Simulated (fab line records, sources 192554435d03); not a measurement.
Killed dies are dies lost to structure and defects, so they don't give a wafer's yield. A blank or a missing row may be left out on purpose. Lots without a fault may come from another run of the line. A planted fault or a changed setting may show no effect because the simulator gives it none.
Chamber matching | flow n5_finfet | N5_BEOL_M10_ALD_74 on ald_metal-04: 4 sister chambers
The step deposits TaN, target thk 2 nm, pulse time 2 s, purge time 3 s. 8 wafers are shown with their chamber, then 9 later ones without.

WAFERS WITH THEIR CHAMBER
wafer  | chamber | heater_power_w (W) | susceptor_temp_C (C)
L083.4 | 0       | 469                | 274.76
L085.3 | 0       | 464                | 275.08
L085.6 | 2       | 378                | 274.77
L087.5 | 2       | 385                | 274.94
L087.6 | 3       | 457                | 274.88
L090.2 | 1       | 363                | 275.34
L090.3 | 3       | 464                | 274.78
L090.5 | 1       | 362                | 274.89

WAFERS WITHOUT THEIR CHAMBER
wafer  | heater_power_w (W) | susceptor_temp_C (C)
L092.2 | 462                | 274.88
L092.4 | 453                | 275.00
L092.5 | 458                | 274.96
L097.3 | 384                | 274.98
L097.4 | 445                | 275.21
L097.6 | 371                | 275.20
L096.1 | 382                | 275.19
L096.4 | 370                | 274.75
L096.6 | 468                | 274.53

WHICH CHAMBER EACH WENT THROUGH
wafer  | from the rows above     | in truth
L092.2 | can't be placed: 3 or 0 | 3
L092.4 | can't be placed: 3 or 0 | 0
L092.5 | can't be placed: 3 or 0 | 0
L097.3 | 2                       | 2
L097.4 | can't be placed: 3 or 0 | 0
L097.6 | can't be placed: 1 or 2 | 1
L096.1 | 2                       | 2
L096.4 | can't be placed: 1 or 2 | 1
L096.6 | can't be placed: 0 or 3 | 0
Placed correctly: 2 of 9. Can't be placed from these rows: 7 (the true chamber is among the candidates in 7). Placed wrongly: 0.
How it was worked out, from the rows above alone: a wafer's distance from a chamber is the root of the sum, over the readings, of the square of ((its reading less the chamber's mean) divided by the reading's scatter). The wafer belongs to the nearest chamber; if the next one is less than 2 further off, it can't be placed. A chamber's mean is the mean of its shown wafers. The scatter: the root of (the sum of the squares of (reading less its chamber's mean) over the shown wafers, divided by (wafers less chambers)).
